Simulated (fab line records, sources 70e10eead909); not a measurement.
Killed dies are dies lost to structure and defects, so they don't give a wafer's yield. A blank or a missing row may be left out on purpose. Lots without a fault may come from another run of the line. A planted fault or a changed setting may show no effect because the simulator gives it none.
Which tool did it? | flow nand_harc | 12 lots, 36 wafers sampled, at 2 steps of a route of 1302

WHAT THE GAUGES READ, wafer by wafer
NHARC_P_GATE_CD_MEAS_59: target cd 720 nm.
lot  | measured     | on        | cd_nm (nm)
L687 | day 6 00:35  | cd_sem-02 | 718.7 716.4 720.2
L690 | day 7 09:23  | cd_sem-01 | 721.7 722.3 721.6
L692 | day 8 02:22  | cd_sem-02 | 721.6 719.3 717.1
L693 | day 8 07:20  | cd_sem-01 | 720.9 720.9 719.4
L695 | day 9 05:14  | cd_sem-01 | 721.1 722.4 722.2
L696 | day 9 22:11  | cd_sem-01 | 744.2 746.7 744.4
L697 | day 10 05:28 | cd_sem-03 | 721.4 722.7 719.6
L698 | day 10 15:41 | cd_sem-02 | 719.7 719.6 720.5
L702 | day 12 12:49 | cd_sem-03 | 720.5 718.5 718.3
L707 | day 14 03:41 | cd_sem-03 | 718.6 718.9 721.6
L706 | day 14 03:56 | cd_sem-03 | 719.4 719.1 719.5
L708 | day 14 16:56 | cd_sem-01 | 719.8 718.5 717.6

WHICH TOOL RAN EACH LOT (tool, then ch and the chambers of the sampled wafers, then the start)
lot  | NHARC_P_GATE_EXPOSE_56
L687 | krf_scanner-03 ch 0, day 6 00:26
L690 | krf_scanner-04 ch 0, day 7 09:14
L692 | krf_scanner-03 ch 0, day 8 02:13
L693 | krf_scanner-04 ch 0, day 8 07:11
L695 | krf_scanner-04 ch 0, day 9 05:04
L696 | krf_scanner-04 ch 0, day 9 22:02
L697 | krf_scanner-01 ch 0, day 10 05:19
L698 | krf_scanner-04 ch 0, day 10 15:32
L702 | krf_scanner-01 ch 0, day 12 12:40
L707 | krf_scanner-04 ch 0, day 14 03:32
L706 | krf_scanner-03 ch 0, day 14 03:47
L708 | krf_scanner-03 ch 0, day 14 16:47
- NHARC_P_GATE_EXPOSE_56: exposes mask P PSD, target cd 720 nm.

WHAT THE TOOLS THEMSELVES READ (means of the sampled wafers that have a number; where no wafer has one, the mark that the record gives instead)
NHARC_P_GATE_EXPOSE_56.
lot  | tool           | stage_vel_mm_s (mm/s)
L687 | krf_scanner-03 | 500.47
L690 | krf_scanner-04 | 499.79
L692 | krf_scanner-03 | 500.10
L693 | krf_scanner-04 | 500.03
L695 | krf_scanner-04 | 499.83
L696 | krf_scanner-04 | 499.64
L697 | krf_scanner-01 | 500.14
L698 | krf_scanner-04 | 499.81
L702 | krf_scanner-01 | 500.11
L707 | krf_scanner-04 | 499.95
L706 | krf_scanner-03 | 500.16
L708 | krf_scanner-03 | 499.97

THE ANSWER, worked out from the rows above alone
Rule: what is usual is taken from the lots themselves. Put in order of their means at a reading, lots are off if they are a third of the lots or fewer, leave a main group of 4 or more, and stand apart from it by a gap of 3 or more times the standard deviation of the main group's means; of several such gaps the widest counts. A main group whose means are all the same, to the digits that the tables above print for the reading, isn't used. A lot without any number at a reading at which 4 lots or more have one is off too. The other lots that the step has rows for count as sound. The gauges are gone through in route order, then the tools' own readings, and for those a lot's mean is taken as printed above. The first step at which some lot is off is used, and at that step the reading that is off furthest; a lot without a number counts as furthest.
Off: L696, at NHARC_P_GATE_CD_MEAS_59 (cd_nm). The main group: mean 720.0 nm, standard deviation 1.2.
A tool fits if, at a process step before that reading, it ran every lot that is off, and no sound lot after the first of them. The gauges at NHARC_P_GATE_CD_MEAS_59 are tried like those tools. None of those tried fits.

WHAT THE SIMULATOR HAD PUT IN
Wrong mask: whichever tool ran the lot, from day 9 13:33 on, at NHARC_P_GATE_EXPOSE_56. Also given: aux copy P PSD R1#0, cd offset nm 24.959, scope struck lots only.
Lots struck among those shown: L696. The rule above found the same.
